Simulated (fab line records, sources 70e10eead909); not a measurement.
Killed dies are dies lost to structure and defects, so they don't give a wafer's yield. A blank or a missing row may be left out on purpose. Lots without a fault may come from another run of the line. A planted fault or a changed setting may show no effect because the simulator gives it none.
A struck lot beside a sound one | flow nand_harc | 41 steps out of a route of 1302
Sound: wafers L855.1, L855.3, L855.4. Struck: wafers L860.2, L860.4, L860.5. The cause comes at the end.
At each step with rows: each side's tool, then ch and its chambers, then its first start. Under that, the readings that differ: sound wafers | struck wafers | difference of the means | sigmas: that difference in standard deviations of wafers without a fault.
alike: readings whose means differ by less than 2 such deviations, and words and numbers that are the same on both sides. not compared: withheld readings, readings that some wafer has no value for, bounds like >300 that may hide the same value, and numbers for which the record gives no deviation and whose values overlap.
The two part at a step that has a row with sigmas, a row that says differs or no value, or rows on one side only. Numbers that don't overlap but have no deviation are shown without sigmas and don't part them. A reading that every wafer of one side lacks parts them only if that side has two wafers or more.

NHARC_A_M1_INSPECT_11:
  sound on defect_inspect-02, day 27 15:02; struck on defect_inspect-01, day 29 05:14
  alike: raw_defect_count
then, 1 step without rows for these wafers: NHARC_A_M1_DESCUM_14 (chemistry O2, time 3 s).
NHARC_A_M1_ETCH_35: etches the open film in N2/H2, target depth 40 nm, overetch 12 nm, time 43.94 s.
  sound on rie_diel-11 ch 0,1,2, day 27 15:11; struck on rie_diel-08 ch 0,2,3, day 29 05:23
  alike: drypump_motor_current_A, oes_product_au, rf_fwd_power_W, rf_vpp_V, showerhead_plenum_p_Torr, throttle_valve_pct
  not compared: rf_hours_counter_h
then, 1 step without rows for these wafers: NHARC_A_M1_ETCH_15 (etches the open film in C4F8/Ar, target depth 182.5 nm, time 91.2 s).
NHARC_A_M1_CD_MEAS_16:
  sound on cd_sem-03, day 27 15:24; struck on cd_sem-03, day 29 05:36
  alike: cd_nm
then, 4 steps without rows for these wafers: NHARC_A_M1_STRIP_18 (strips in N2/H2); NHARC_A_M1_ETCH_28 (etches the open film in CF4/N2, target depth 30 nm, time 72.99 s); NHARC_A_M1_STRIP_19 (strips in post etch residue remover, time 600 s); NHARC_A_M1_DEGAS_29 (time 60 s).
NHARC_A_M1_PRE_CLEAN_30: time 30 s.
  sound on pvd_sputter-01; struck on pvd_sputter-01
  alike: heater_power_w
then, 2 steps without rows for these wafers: NHARC_A_M1_PVD_20 (deposits TaN, target thk 5 nm, time 8.06 s); NHARC_A_M1_PVD_21 (deposits Cu, target thk 30 nm, time 20.49 s).
NHARC_A_M1_ECD_22: material Cu, target thk 400 nm.
  sound on ecd_cu-02 ch 0,1, day 27 16:35; struck on ecd_cu-02 ch 1, day 29 06:41
then, 2 steps without rows for these wafers: NHARC_A_M1_ANNEAL_31 (time 90 s); NHARC_A_M1_CMP_23 (polishes, t overpolish 20 s, target thk 154.34 nm).
NHARC_A_M1_THK_MEAS_24: measures by xrf.
  sound on film_metro-01, day 27 17:38; struck on film_metro-02, day 29 07:43
  alike: thk_nm
then, 4 steps without rows for these wafers: NHARC_A_M1_SRD_25; NHARC_A_M1_PRE_CLEAN_32 (time 12 s); NHARC_A_M1_DEP_33 (deposits SiCN, target thk 30 nm); NHARC_A_BONDPAD_DEP_00 (deposits SiCN, target thk 250 nm).
NHARC_A_BONDPAD_CMP_29: polishes SiCN, target thk 200 nm.
  sound on cmp-01 ch 1,2,3, day 27 19:01; struck on cmp-01 ch 1,2, day 29 08:59
  alike: motor_current_A
NHARC_A_BONDPAD_THK_MEAS_30: measures by ellipsometry.
  sound on film_metro-01, day 27 19:16; struck on film_metro-02, day 29 09:14
  alike: thk_nm
then, 10 steps without rows for these wafers: NHARC_A_BONDPAD_SRD_31; NHARC_A_BONDPAD_DEHYDRATE_01 (time 120 s); NHARC_A_BONDPAD_HMDS_02 (time 30 s); NHARC_A_BONDPAD_COAT_33 (time 65 s); NHARC_A_BONDPAD_COAT_03 (resist thk 600 nm); NHARC_A_BONDPAD_SOFTBAKE_04 (time 70 s); NHARC_A_BONDPAD_EBR_05; NHARC_A_BONDPAD_EXPOSE_06 (exposes mask A BPAD); NHARC_A_BONDPAD_PEB_07 (peb time 80 s); NHARC_A_BONDPAD_DEVELOP_08 (time 50 s).
NHARC_A_BONDPAD_CD_MEAS_09: target cd 500 nm.
  sound on cd_sem-03 ch 0, day 27 19:50; struck on cd_sem-02 ch 0, day 29 09:49
  alike: cd_nm
NHARC_A_BONDPAD_OVL_MEAS_35:
  sound on overlay-02, day 27 19:55; struck on overlay-02, day 29 09:53
  alike: overlay_x_nm, overlay_y_nm
then, 2 steps without rows for these wafers: NHARC_A_BONDPAD_HARDBAKE_10 (time 65 s); NHARC_A_BONDPAD_DESCUM_11 (chemistry O2, time 3 s).
NHARC_A_BONDPAD_ETCH_34: etches the open film in N2/H2, target depth 60 nm, overetch 18 nm, time 65.91 s.
  sound on rie_diel-06 ch 0,1,3, day 27 20:08; struck on rie_diel-06 ch 1,2,3, day 29 10:06
  alike: drypump_motor_current_A, oes_product_au, rf_fwd_power_W, rf_vpp_V, showerhead_plenum_p_Torr, throttle_valve_pct
  not compared: rf_hours_counter_h
then, 1 step without rows for these wafers: NHARC_A_BONDPAD_ETCH_12 (etches the open film in CHF3/O2, target depth 220 nm, time 110 s).
NHARC_A_BONDPAD_CD_MEAS_13:
  sound on cd_sem-01, day 27 20:22; struck on cd_sem-03, day 29 10:20
  alike: cd_nm
NHARC_A_BONDPAD_STRIP_15: strips in O2.
  sound on rie_diel-12 ch 0,2,3, day 27 20:26; struck on rie_diel-06 ch 0,2,3, day 29 10:26
  alike: drypump_motor_current_A, oes_product_au, rf_vpp_V, showerhead_plenum_p_Torr, throttle_valve_pct
  not compared: rf_hours_counter_h
NHARC_END_SORT_01:
  sound on prober-02 ch 0, day 29 02:30; struck on prober-01 ch 0, day 30 18:03
  reading                  | sound    | struck      | difference | sigmas
  defect_limited_yield (%) | 93 95 93 | 26 26 26    | -68        | -22
  killed_at_array          | 40 33 43 | 497 497 499 | +459       | +22
  killed_dies              | 46 37 50 | 498 499 502 | +455       | +22
  alike: killed_at_other, killed_at_periphery, killed_open, killed_short

WHERE THEY PART
Only at NHARC_END_SORT_01, within this record.

WHY: what the simulator had put in
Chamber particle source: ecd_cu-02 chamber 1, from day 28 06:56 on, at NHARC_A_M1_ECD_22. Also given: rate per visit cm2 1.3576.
